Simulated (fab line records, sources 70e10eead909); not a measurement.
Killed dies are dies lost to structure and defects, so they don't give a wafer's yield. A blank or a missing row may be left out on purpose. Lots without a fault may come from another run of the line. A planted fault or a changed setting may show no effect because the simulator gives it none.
One fault seen from 2 desks | flow nand_harc | each desk has only its own numbers; what lay behind them comes last

THE METROLOGY DESK
What the gauges read, lot by lot, whatever tool the lot ran on: means of the sampled wafers that have a number. A lot is out of limits, marked OUT, if its mean lies more than 4 standard deviations from the usual mean; the brackets give that distance.
Columns: A = cd_nm at NHARC_A_SLIT_CD_MEAS_21, usual 289.6 nm
lot  | first seen here | A
L333 | day 14 11:42    | 289.0
L334 | day 14 19:14    | 287.9
L336 | day 14 20:22    | 289.7
L337 | day 15 10:38    | 288.6
L339 | day 15 16:43    | 290.0
L338 | day 15 18:27    | 289.2
L344 | day 16 22:37    | 288.0
L346 | day 17 08:11    | 290.8
L349 | day 18 06:16    | 290.2
L352 | day 18 11:34    | 287.7
L350 | day 18 11:34    | 289.9
L351 | day 19 02:13    | 289.5
L353 | day 19 19:05    | 289.4
L354 | day 20 08:02    | 290.0
This desk's finding: nothing out of limits on any of the 14 lots.

THE TOOL OWNER'S DESK: rtp_anneal-01
The tool's own readings at NHARC_A_WL_FILL_RTA_01 (time 5 s): means of the sampled wafers that have a number, for each lot that ran on this tool. A lot is out of limits, marked OUT, if its mean lies more than 4 standard deviations from the usual mean; the brackets give that distance.
Columns: A = anneal_temp_c_max at NHARC_A_WL_FILL_RTA_01, usual 1004.4; B = lamp_power_pct at NHARC_A_WL_FILL_RTA_01, usual 30.50 %; C = lamp_zone_3_pct at NHARC_A_WL_FILL_RTA_01, usual 30.51 %; D = wafer_temp_C_max at NHARC_A_WL_FILL_RTA_01, usual 1004.7
lot  | first seen here | A      | B     | C     | D
L333 | day 14 19:56    | 1003.1 | 30.57 | 30.59 | 1006.6
L336 | day 15 03:24    | 1004.1 | 30.60 | 30.56 | 1005.7
L337 | day 15 17:49    | 1003.6 | 30.59 | 30.61 | 1005.3
L339 | day 16 00:43    | 1003.4 | 30.59 | 30.62 | 1004.9
L338 | day 16 00:53    | 1004.4 | 30.60 | 30.56 | 1005.7
L353 | day 20 01:29    | 1003.5 | 30.59 | 30.61 | 1004.8
L354 | day 20 17:10    | 1003.8 | 30.60 | 30.60 | 1005.2
This desk's finding: nothing out of limits on any of the 7 lots.

PUT TOGETHER
The metrology desk saw nothing out of limits.
The tool owner's desk saw nothing out of limits.

WHAT THE SIMULATOR HAD PUT IN
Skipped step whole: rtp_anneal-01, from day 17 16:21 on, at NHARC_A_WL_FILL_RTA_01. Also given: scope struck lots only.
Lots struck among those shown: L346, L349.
